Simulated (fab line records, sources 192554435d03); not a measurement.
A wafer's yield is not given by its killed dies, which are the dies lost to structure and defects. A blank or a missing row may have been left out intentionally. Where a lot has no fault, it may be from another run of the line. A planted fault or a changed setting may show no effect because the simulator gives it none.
Problem report in the 8D (eight disciplines) form, filled by code | flow n5_finfet | the parts of the form that need people (team, actions taken, sign-off) are left out

## 1. THE ISSUE
oes_product_au at N5_BEOL_M0_SAQP_MANDREL_ETCH_103 reads a mean of 0.545 a.u. on 6 wafers of 2 lots; wafers without a fault read 0.680 a.u. with a standard deviation of 0.011. Measured from the usual mean, that is -12 standard deviations.
The step: etches a-Si in HBr/Cl2, stops on SiCN, target depth 45 nm, bt time 10 s, time 27 s.
First seen on wafer L258.2, day 7 20:02, on rie_si-01. The record has a number at this step for 27 wafers belonging to 9 lots. Rule for "out", or "out of limits": more than 4 standard deviations from the usual mean. The rest of the wafers with a number are treated as sound.

## 2. WHAT IT IS; WHAT IT IS NOT
question                    | is                     | is not
which readings at this step | oes_product_au         | drypump_motor_current_A, throttle_valve_pct
which lots                  | L258, L261             | L253, L262, L263, L265, L266, L269, L272
which wafers of those lots  | all that have a number | -
read on which tools         | rie_si-01              | rie_si-04, rie_si-06
when                        | from day 7 20:02       | up to then (3 sound wafers); but 18 sound wafers of L262, L263, L265, L266, L269, L272 came after

## 3. WHAT RULES OUT EACH SUSPECT
Counting: a tool at any process step up to the reading remains a suspect when it ran all the lots that are out and ran no sound lot after the first of those.
- rie_si-01 at N5_BEOL_M0_SAQP_MANDREL_ETCH_103 (etches a-Si in HBr/Cl2, stops on SiCN, target depth 45 nm, bt time 10 s, time 27 s): ruled out as a lasting fault. Following L258 (day 7 20:02), the first lot on it that is out, the sound lots L272 were run on it.
Left after counting: nothing in the record.

## 4. THE CAUSE (what the simulator had put in)
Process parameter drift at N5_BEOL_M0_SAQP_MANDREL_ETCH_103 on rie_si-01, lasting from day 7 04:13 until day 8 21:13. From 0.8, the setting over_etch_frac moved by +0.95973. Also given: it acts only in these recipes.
Counting ruled it out, wrongly.

## 5. THE EFFECT CHAIN, in route order
Rows list readings where the struck wafers' mean (over those with a number) sits beyond 3 standard deviations from the usual. Only readings for which the record gives a usual standard deviation are gone through. hours: the time from each lot's start at the first step in this table that gives one to its start at this step, as a median over the lots. sigmas: the change in usual standard deviations.
hours | step                             | reading        | usual      | on struck wafers | change | sigmas
0     | N5_BEOL_M0_SAQP_MANDREL_ETCH_103 | oes_product_au | 0.680 a.u. | 0.545            | -0.135 | -12
Its process steps:
- N5_BEOL_M0_SAQP_MANDREL_ETCH_103: etches a-Si in HBr/Cl2, stops on SiCN, target depth 45 nm, bt time 10 s, time 27 s.
Later measuring or inspecting steps at which every struck wafer that the step has a row for has a number for every such reading, and none has moved that far: N5_BEOL_M4_RC_MEAS_101.

## 6. HOW IT WOULD HAVE BEEN CAUGHT EARLIER
In this record the first reading out of limits was taken at day 7 20:02, 16 hours after the fault began at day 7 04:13.
